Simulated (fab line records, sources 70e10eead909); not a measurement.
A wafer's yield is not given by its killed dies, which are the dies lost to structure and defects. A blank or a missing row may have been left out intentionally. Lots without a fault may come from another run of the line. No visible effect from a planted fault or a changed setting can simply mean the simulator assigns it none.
Struck lot and sound lot, side by side :: flow nand_harc :: 41 steps out of a route of 1302
Sound: the wafers L752.1, L752.4, L752.5. Struck: wafer L762.5. (L762.2, L762.3 of the same lot were not struck and are left out.) The cause comes at the end.
For every step that has rows: the tool of each side, followed by ch and its chambers, followed by its first start. Under that, the readings that differ: sound wafers :: struck wafers :: difference of the means :: sigmas: that difference in standard deviations of wafers without a fault.
alike: same words and numbers on both sides, and readings whose means sit less than 2 such deviations apart. not compared: any withheld reading, any reading some wafer has no value for, any bound like >300 that may hide the same value, and any number with overlapping values for which the record gives no deviation.
Wherever a step has rows on one side only, a row that says differs or no value, or a row with sigmas, the two part there. Numbers that don't overlap but have no deviation are shown without sigmas and don't part them. A reading missing from all wafers of one side parts the sides only when that side holds two or more wafers.

first, 1 step without rows for these wafers: NHARC_P_GATE_STRIP_96 (strips in SPM, time 900 s).
NHARC_P_GATE_RTA_64: time 1 s.
  sound on rtp_anneal-01 ch 0, day 6 11:47; struck on rtp_anneal-02 ch 0, day 10 16:21
reading: lamp_zone_6_pct (%)
sound: 35.2 35.2 35.3
struck: 31.2
difference: -4.0
sigmas: -2

reading: lamp_zone_7_pct (%)
sound: 35.7 35.8 35.8
struck: 31.7
difference: -4.1
sigmas: -2
  alike: lamp_power_pct, lamp_zone_2_pct, wafer_temp_C_max
then, 5 steps without rows for these wafers: NHARC_P_GATE_ETCH_77 (etches SiO2 in dHF, target depth 6 nm); NHARC_P_GATE_DEGAS_109 (time 60 s); NHARC_P_GATE_PRE_CLEAN_110 (time 30 s); NHARC_P_GATE_SPUTTER_78 (material Ni, target thk 10 nm); NHARC_P_GATE_SPUTTER_79 (material TiN, target thk 10 nm).
NHARC_P_GATE_RTA_80: time 30 s.
  sound on rtp_anneal-01 ch 0, day 6 12:23; struck on rtp_anneal-02 ch 0, day 10 16:58
reading: lamp_power_pct (%)
sound: 2.10 2.10 2.10
struck: 1.86
difference: -0.24
sigmas: -2

reading: lamp_zone_2_pct (%)
sound: 2.10 2.10 2.10
struck: 1.86
difference: -0.24
sigmas: -2

reading: lamp_zone_6_pct (%)
sound: 2.08 2.08 2.08
struck: 1.84
difference: -0.24
sigmas: -2

reading: lamp_zone_7_pct (%)
sound: 2.21 2.20 2.20
struck: 1.95
difference: -0.25
sigmas: -2

reading: wafer_temp_C_max
sound: 301.1 301.0 301.0
struck: 301.9
difference: +0.9
sigmas: +2
then, 1 step without rows for these wafers: NHARC_P_GATE_STRIP_67 (strips in SPM, time 600 s).
NHARC_P_GATE_RTA_82: time 30 s.
  sound on rtp_anneal-02 ch 0, day 6 12:50; struck on rtp_anneal-02 ch 0, day 10 17:25
reading: wafer_temp_C_max
sound: 451.7 452.2 452.2
struck: 454.0
difference: +2.0
sigmas: +3
  alike: lamp_power_pct, lamp_zone_2_pct, lamp_zone_6_pct, lamp_zone_7_pct
NHARC_P_GATE_INSPECT_68:
  struck on defect_inspect-02, day 10 17:35; sound on defect_inspect-01, day 6 13:02
  alike: raw_defect_count
then, 1 step without rows for these wafers: NHARC_P_CONTACT_DEP_30 (deposits SiNx, target thk 30 nm).
NHARC_P_CONTACT_DEP_00: deposits SiO2, target thk 500 nm.
  sound on pecvd-02 ch 1,2, day 6 13:22; struck on pecvd-04 ch 1, day 10 18:00
reading: flow_sccm (sccm)
sound: 2659 2654 2662
struck: 2641
difference: -17
sigmas: -2
  alike: heater_power_w, throttle_valve_pct
then, 12 steps without rows for these wafers: NHARC_P_CONTACT_CMP_01 (polishes SiO2, target thk 200 nm); NHARC_P_CONTACT_SRD_03; NHARC_P_CONTACT_DEHYDRATE_04 (time 120 s); NHARC_P_CONTACT_HMDS_05 (time 30 s); NHARC_P_CONTACT_COAT_33 (time 75 s); NHARC_P_CONTACT_COAT_34 (time 65 s); NHARC_P_CONTACT_COAT_06 (resist thk 90 nm); NHARC_P_CONTACT_SOFTBAKE_07 (time 55 s); NHARC_P_CONTACT_EBR_08; NHARC_P_CONTACT_EXPOSE_09 (exposes mask P CA, target cd 90 nm); NHARC_P_CONTACT_PEB_10 (peb time 65 s); NHARC_P_CONTACT_DEVELOP_11 (develop time 35 s).
NHARC_P_CONTACT_CD_MEAS_12: target cd 90 nm.
  sound on cd_sem-02 ch 0, day 6 14:38; struck on cd_sem-01 ch 0, day 10 19:27
  alike: cd_nm
NHARC_P_CONTACT_OVL_MEAS_13:
  struck on overlay-02, day 10 19:32; sound on overlay-02, day 6 14:44
  alike: overlay_x_nm, overlay_y_nm
then, 5 steps without rows for these wafers: NHARC_P_CONTACT_DESCUM_17 (chemistry O2, time 3 s); NHARC_P_CONTACT_ETCH_35 (etches the open film in CF4, target depth 39 nm, time 65 s); NHARC_P_CONTACT_ETCH_36 (etches the open film in N2/H2, target depth 260 nm, time 406.25 s); NHARC_P_CONTACT_ETCH_18 (etches the open film in C4F8/O2/Ar, target depth 481 nm, time 240.5 s); NHARC_P_CONTACT_STRIP_37 (strips in C4F8/O2/Ar).
NHARC_P_CONTACT_ETCH_31: etches the open film in CH3F/O2, target depth 30 nm, time 85.7 s.
  sound: rie_diel-08 ch 1,2,3; struck: rie_diel-02 ch 3
  alike: drypump_motor_current_A, mfc_ar_sccm, oes_product_au, rf_vpp_V, showerhead_plenum_p_Torr, throttle_valve_pct
  not compared: rf_hours_counter_h
NHARC_P_CONTACT_CD_MEAS_19:
  struck on cd_sem-01, day 10 20:30; sound on cd_sem-03, day 6 15:41
  alike: cd_nm
then, 5 steps without rows for these wafers: NHARC_P_CONTACT_STRIP_28 (strips in O2); NHARC_P_CONTACT_STRIP_29 (strips in post etch residue remover, time 1200 s); NHARC_P_CONTACT_DEGAS_38 (time 60 s); NHARC_P_CONTACT_PRE_CLEAN_39 (time 19.5 s); NHARC_P_CONTACT_PVD_32 (deposits Ti, target thk 5 nm, time 17.7 s).
NHARC_P_CONTACT_ALD_22: deposits TiN, target thk 3 nm, pulse time 1 s, ald cycles 150.
  sound on ald_metal-03 ch 1,2, day 6 16:39; struck on ald_metal-01 ch 3, day 10 21:27
  alike: heater_power_w, precursor_pulse_height_rel
-- the record jumps here: 19 days lie between the struck wafers' starts before and after (it left off in module P_CONTACT and takes up again in module END, whose first step shown is number 1302 of the route) --
NHARC_END_SORT_01:
  the record has rows for the struck wafers here (prober-01 ch 0, day 29 11:30) and none for the sound ones

WHERE THEY PART
First at NHARC_P_GATE_RTA_64; last, within this record, at NHARC_END_SORT_01.

WHY: what the simulator had put in
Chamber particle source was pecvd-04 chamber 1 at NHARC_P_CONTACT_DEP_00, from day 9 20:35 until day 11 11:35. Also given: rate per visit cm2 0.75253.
